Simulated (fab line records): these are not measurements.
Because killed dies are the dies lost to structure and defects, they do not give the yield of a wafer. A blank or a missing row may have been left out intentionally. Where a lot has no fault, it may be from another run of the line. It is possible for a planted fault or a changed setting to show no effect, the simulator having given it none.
Struck lot and sound lot, side by side :: flow nandHarc :: 14 steps out of a route of 1302
Sound: the wafers L428.4, L428.5, L428.6. Wafers L440.1, L440.2, L440.4 were the ones struck. Last of all comes the cause.
Per side, at each step with rows, come the tool, then ch with its chambers, and then its first start. Under that, the readings that differ: sound wafers :: struck wafers :: difference of the means :: sigmas: that difference in standard deviations of wafers without a fault.
alike: readings with means less than 2 such deviations apart, plus words and numbers identical on both sides. not compared: withheld readings, readings lacking a value on some wafer, bounds such as >300 that could conceal the same value, and numbers that have no deviation in the record and whose values overlap.
A row with sigmas, a row that says differs or no value, or rows on one side alone: a step with any of these is where the two part. Non-overlapping numbers with no deviation appear without sigmas and do not part them. A reading missing from all wafers of one side parts the sides only when that side holds two or more wafers.

NHARC_A_M0_INSPECT_27:
  sound: defectInspect-02 at day 26 02:31; struck: defectInspect-02 at day 31 18:42
  alike: rawDefectCount
NHARC_A_M0_PRE_CLEAN_31: time 12 s.
  sound on pecvd-01 ch 0,1,2, day 26 03:24; struck on pecvd-02 ch 0,2, day 31 18:46
  alike: heaterPowerW
NHARC_A_M0_DEP_32: deposits SiCN, target thk 30 nm.
  sound on pecvd-01 ch 0,1,2, day 26 03:34; struck on pecvd-02 ch 0,2, day 31 18:51
  alike: heaterPowerW
then, 9 steps without rows for these wafers: NHARC_A_M1_DEP_00 (deposits SiOC, target thk 182.5 nm); NHARC_A_M1_DEHYDRATE_01 (time 120 s); NHARC_A_M1_HMDS_02 (time 30 s); NHARC_A_M1_COAT_34 (time 65 s); NHARC_A_M1_COAT_03 (resist thk 90 nm); NHARC_A_M1_SOFTBAKE_04 (time 55 s); NHARC_A_M1_EBR_05; NHARC_A_M1_EXPOSE_06 (exposes mask A M1, target cd 120 nm); NHARC_A_M1_PEB_07 (peb time 65 s).
NHARC_A_M1_DEVELOP_08: develop time 35 s.
  sound on lithoTrack-06 ch 0, day 26 04:00; struck on lithoTrack-06, day 31 19:00
  no value came back on the struck wafers for chillPlateTempC (C), developTimeS (s); on the sound wafers chillPlateTempC (C) reads 23.13 23.00 22.99
NHARC_A_M1_CD_MEAS_09 targets a cd of 120 nm.
  sound on cdSem-03 ch 0, day 26 04:41; struck on cdSem-01 ch 0, day 31 19:59
reading: cdNm (nm)
sound: 120.5 120.1 119.9
struck: - - -
difference: no value on the struck wafers
sigmas: 

== WHERE THEY PART ==
First at NHARC_A_M1_DEVELOP_08; last, within this record, at NHARC_A_M1_CD_MEAS_09.

WHY: the cause the simulator had injected
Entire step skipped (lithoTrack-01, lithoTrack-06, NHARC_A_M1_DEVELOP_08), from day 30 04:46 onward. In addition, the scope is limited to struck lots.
